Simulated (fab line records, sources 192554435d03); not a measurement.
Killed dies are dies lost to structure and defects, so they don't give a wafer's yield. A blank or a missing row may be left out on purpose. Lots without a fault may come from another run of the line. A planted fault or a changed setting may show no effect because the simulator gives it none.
Which tool did it? | flow n5_finfet | 8 lots, 24 wafers sampled, at 8 steps of a route of 1938

WHAT THE GAUGES READ, wafer by wafer
N5_MOL_CONTACT_COAG_INSPECT_97: inspects for defects (darkfield).
lot  | measured     | on                | raw_defect_count
L642 | day 5 11:08  | defect_inspect-01 | 41 40 38
L644 | day 5 19:01  | defect_inspect-02 | 28 38 29
L646 | day 6 06:53  | defect_inspect-02 | 43 42 44
L652 | day 8 01:01  | defect_inspect-01 | 36 37 30
L653 | day 8 07:02  | defect_inspect-01 | 24 27 34
L659 | day 9 18:14  | defect_inspect-01 | 32 33 48
L663 | day 10 17:10 | defect_inspect-01 | 55 61 90
L664 | day 10 23:08 | defect_inspect-02 | 47 51 56

N5_BEOL_M0_SAQP_INSPECT_16: inspects for defects (brightfield).
lot  | measured     | on                | raw_defect_count
L642 | day 5 13:19  | defect_inspect-01 | 401 500 548
L644 | day 5 21:02  | defect_inspect-02 | 336 388 412
L646 | day 6 08:00  | defect_inspect-02 | 694 590 445
L652 | day 8 02:44  | defect_inspect-01 | 360 364 386
L653 | day 8 08:50  | defect_inspect-02 | 469 1590 479
L659 | day 9 19:44  | defect_inspect-02 | 892 530 488
L663 | day 10 19:19 | defect_inspect-01 | 626 462 553
L664 | day 11 00:44 | defect_inspect-02 | 852 577 567

N5_BEOL_M0_SAQP_INSPECT_42: inspects for defects (brightfield).
lot  | measured     | on                | raw_defect_count
L642 | day 5 17:07  | defect_inspect-02 | 310 389 414
L644 | day 6 01:22  | defect_inspect-01 | 187 231 211
L646 | day 6 12:37  | defect_inspect-02 | 452 356 257
L652 | day 8 06:55  | defect_inspect-01 | 307 291 263
L653 | day 8 13:22  | defect_inspect-01 | 256 1347 220
L659 | day 9 23:46  | defect_inspect-01 | 390 149 234
L663 | day 10 23:17 | defect_inspect-01 | 413 280 415
L664 | day 11 06:53 | defect_inspect-02 | 365 398 401

N5_BEOL_M0_CUTY_INSPECT_59: inspects for defects (macro).
lot  | measured     | on                | raw_defect_count
L642 | day 5 18:34  | defect_inspect-01 | 2 3 4
L644 | day 6 02:48  | defect_inspect-01 | 1 3 3
L646 | day 6 14:09  | defect_inspect-01 | 0 1 0
L652 | day 8 08:24  | defect_inspect-01 | 5 4 1
L653 | day 8 16:53  | defect_inspect-02 | 1 >300 1
L659 | day 10 01:09 | defect_inspect-01 | 1 0 1
L663 | day 11 00:46 | defect_inspect-02 | 1 0 2
L664 | day 11 08:29 | defect_inspect-01 | 2 1 4

N5_BEOL_M4_RC_MEAS_101.
lot  | measured     | on        | DIBL_N (mV/V)  | DIBL_P (mV/V)  | IOFF_N (nA/um) | IOFF_P (nA/um) | ION_N (uA/um) | ION_P (uA/um) | SS_N (mV/dec)  | SS_P (mV/dec)  | VT_N (mV)   | VT_P (mV)
L642 | day 7 19:40  | prober-02 | 35.0 35.8 35.0 | 34.4 36.3 35.2 | 0.15 0.17 0.15 | 0.16 0.19 0.17 | 664 691 671   | 450 467 459   | 71.5 72.1 72.0 | 73.0 73.8 72.7 | 250 248 248 | -254 -252 -252
L644 | day 7 21:46  | prober-02 | 34.2 33.8 34.3 | 32.9 34.0 33.8 | 0.12 0.12 0.13 | 0.17 0.18 0.18 | 664 671 673   | 451 462 452   | 71.0 71.3 70.8 | 72.0 71.9 73.0 | 254 257 253 | -254 -255 -252
L646 | day 8 20:38  | prober-02 | 37.6 34.5 35.5 | 39.3 35.6 37.1 | 0.21 0.15 0.17 | 0.27 0.21 0.24 | 679 670 676   | 467 459 473   | 72.1 71.0 71.4 | 73.9 72.9 73.0 | 247 250 251 | -246 -247 -248
L652 | day 10 06:25 | prober-01 | 38.0 38.2 36.5 | 37.8 37.2 35.5 | 0.20 0.20 0.17 | 0.24 0.23 0.20 | 686 677 687   | 463 461 469   | 71.9 72.3 71.7 | 74.3 73.8 74.4 | 244 248 249 | -250 -251 -252
L653 | day 10 22:46 | prober-02 | 35.6 38.5 37.0 | 35.6 39.2 37.5 | 0.14 0.19 0.18 | 0.18 0.24 0.21 | 674 682 685   | 455 459 465   | 71.6 72.2 72.7 | 73.2 73.4 73.6 | 249 249 249 | -251 -249 -250
L659 | day 12 09:31 | prober-01 | 37.6 36.7 35.9 | 37.8 36.8 36.1 | 0.17 0.15 0.14 | 0.19 0.17 0.17 | 671 668 660   | 444 446 448   | 72.1 72.0 71.8 | 73.8 73.5 73.5 | 251 252 253 | -257 -256 -256
L663 | day 12 23:56 | prober-01 | 37.1 36.5 33.7 | 37.8 36.8 32.5 | 0.17 0.15 0.11 | 0.21 0.20 0.15 | 679 674 660   | 458 468 454   | 72.1 71.4 70.9 | 74.1 73.9 72.8 | 246 251 255 | -251 -255 -255
L664 | day 13 21:09 | prober-02 | 35.9 35.5 35.3 | 34.6 34.3 33.3 | 0.14 0.14 0.12 | 0.20 0.20 0.19 | 676 683 669   | 467 466 464   | 70.8 71.0 70.5 | 73.0 72.3 72.7 | 249 249 254 | -252 -251 -252

WHICH TOOL RAN EACH LOT (tool, then ch and the chambers of the sampled wafers, then the start)
lot  | N5_BEOL_M0_SAQP_PECVD_00       | N5_BEOL_M0_SAQP_PECVD_04        | N5_BEOL_M0_SAQP_STRIP_86
L642 | pecvd-02 ch 0,1, day 5 11:27   | pecvd-03 ch 1,2, day 5 12:38    | rie_diel-01 ch 1,2, day 5 13:43
L644 | pecvd-01 ch 0,1, day 5 19:21   | pecvd-01 ch 0,1,2, day 5 20:24  | rie_diel-03 ch 1,2,3, day 5 21:31
L646 | pecvd-02 ch 0,1,2, day 6 07:11 | pecvd-01 ch 0,1,2, day 6 07:30  | rie_diel-01 ch 1,2,3, day 6 08:25
L652 | pecvd-01 ch 1,2, day 8 01:19   | pecvd-01 ch 0,1, day 8 02:14    | rie_diel-06 ch 0,1,2, day 8 03:10
L653 | pecvd-02 ch 0,1,2, day 8 07:22 | pecvd-02 ch 0,1,2, day 8 08:13  | rie_diel-03 ch 0,2,3, day 8 09:16
L659 | pecvd-01 ch 0,1,2, day 9 18:33 | pecvd-01 ch 1,2, day 9 19:04    | rie_diel-03 ch 0,1,2, day 9 20:12
L663 | pecvd-01 ch 1,2, day 10 17:29  | pecvd-01 ch 0,1,2, day 10 18:41 | rie_diel-01 ch 0,2,3, day 10 19:44
L664 | pecvd-01 ch 1,2, day 10 23:25  | pecvd-01 ch 0,1,2, day 11 00:11 | rie_diel-01 ch 2,3, day 11 01:17
- N5_BEOL_M0_SAQP_PECVD_00: deposits SiCN from 3MS/NH3, target thk 8 nm, time 14 s.
- N5_BEOL_M0_SAQP_PECVD_04: deposits a-Si from SiH4/He, target thk 60 nm, time 60.2 s.
- N5_BEOL_M0_SAQP_STRIP_86: strips in N2/H2.

WHAT THE TOOLS THEMSELVES READ (means of the sampled wafers that have a number; where no wafer has one, the mark that the record gives instead)
N5_BEOL_M0_SAQP_PECVD_00.
lot  | tool     | showerhead_plenum_p_Torr (Torr) | showerhead_vpp_V (V) | throttle_valve_pct (%)
L642 | pecvd-02 | 3.657                           | 915                  | 9.2
L644 | pecvd-01 | 3.663                           | 950                  | 9.3
L646 | pecvd-02 | 3.666                           | 872                  | 8.9
L652 | pecvd-01 | 3.654                           | 908                  | 9.1
L653 | pecvd-02 | 3.672                           | 875                  | 9.1
L659 | pecvd-01 | 3.663                           | 915                  | 9.0
L663 | pecvd-01 | 3.655                           | 915                  | 9.0
L664 | pecvd-01 | 3.658                           | 955                  | 9.3

N5_BEOL_M0_SAQP_PECVD_04.
lot  | tool     | heater_power_w (W) | showerhead_plenum_p_Torr (Torr) | showerhead_vpp_V (V) | throttle_valve_pct (%)
L642 | pecvd-03 | 599                | 5.66                            | 603                  | 18.5
L644 | pecvd-01 | 582                | 5.67                            | 646                  | 18.1
L646 | pecvd-01 | 565                | 5.68                            | 652                  | 18.2
L652 | pecvd-01 | 602                | 5.70                            | 649                  | 18.2
L653 | pecvd-02 | 771                | 5.69                            | 618                  | 18.3
L659 | pecvd-01 | 598                | 5.65                            | 650                  | 18.1
L663 | pecvd-01 | 617                | 5.67                            | 635                  | 18.2
L664 | pecvd-01 | 595                | 5.67                            | 650                  | 18.4

N5_BEOL_M0_SAQP_STRIP_86.
lot  | tool        | drypump_motor_current_A (A) | n2_flow_sccm (sccm) | oes_product_au (a.u.) | rf_vpp_V (V) | showerhead_plenum_p_Torr (Torr) | throttle_valve_pct (%)
L642 | rie_diel-01 | 5.9                         | 298.6               | 0.82                  | 120.8        | 3.28                            | 18.9
L644 | rie_diel-03 | 5.4                         | 300.5               | 0.72                  | 120.6        | 3.29                            | 19.2
L646 | rie_diel-01 | 6.2                         | 300.4               | 0.76                  | 122.1        | 3.32                            | 19.1
L652 | rie_diel-06 | 5.8                         | 300.9               | 0.78                  | 121.9        | 3.27                            | 18.9
L653 | rie_diel-03 | 5.5                         | 298.8               | 0.79                  | 121.5        | 3.32                            | 19.1
L659 | rie_diel-03 | 5.7                         | 301.1               | 0.76                  | 122.3        | 3.35                            | 19.2
L663 | rie_diel-01 | 6.3                         | 300.2               | 0.83                  | 121.9        | 3.31                            | 19.0
L664 | rie_diel-01 | 6.5                         | 299.8               | 0.77                  | 122.0        | 3.33                            | 19.2

THE ANSWER, worked out from the rows above alone
Rule: what is usual is taken from the lots themselves. Put in order of their means at a reading, lots are off if they are a third of the lots or fewer, leave a main group of 4 or more, and stand apart from it by a gap of 3 or more times the standard deviation of the main group's means; of several such gaps the widest counts. A main group whose means are all the same, to the digits that the tables above print for the reading, isn't used. A lot without any number at a reading at which 4 lots or more have one is off too. The other lots that the step has rows for count as sound. The gauges are gone through in route order, then the tools' own readings, and for those a lot's mean is taken as printed above. The first step at which some lot is off is used, and at that step the reading that is off furthest; a lot without a number counts as furthest.
Off: L653, at N5_BEOL_M0_SAQP_INSPECT_42 (raw_defect_count). The main group: mean 320, standard deviation 63.
A tool fits if, at a process step before that reading, it ran every lot that is off, and no sound lot after the first of them. The gauges at N5_BEOL_M0_SAQP_INSPECT_42 aren't tried: what is off there is off at N5_BEOL_M0_SAQP_PECVD_04 too, on other tools, and a gauge's error can't cause that. One fits: pecvd-02 at N5_BEOL_M0_SAQP_PECVD_00 and N5_BEOL_M0_SAQP_PECVD_04. At N5_BEOL_M0_SAQP_PECVD_00 its last sound lot is L646 (day 6 07:11), its first lot that is off L653 (day 8 07:22): a fault that began between those two fits.

WHAT THE SIMULATOR HAD PUT IN
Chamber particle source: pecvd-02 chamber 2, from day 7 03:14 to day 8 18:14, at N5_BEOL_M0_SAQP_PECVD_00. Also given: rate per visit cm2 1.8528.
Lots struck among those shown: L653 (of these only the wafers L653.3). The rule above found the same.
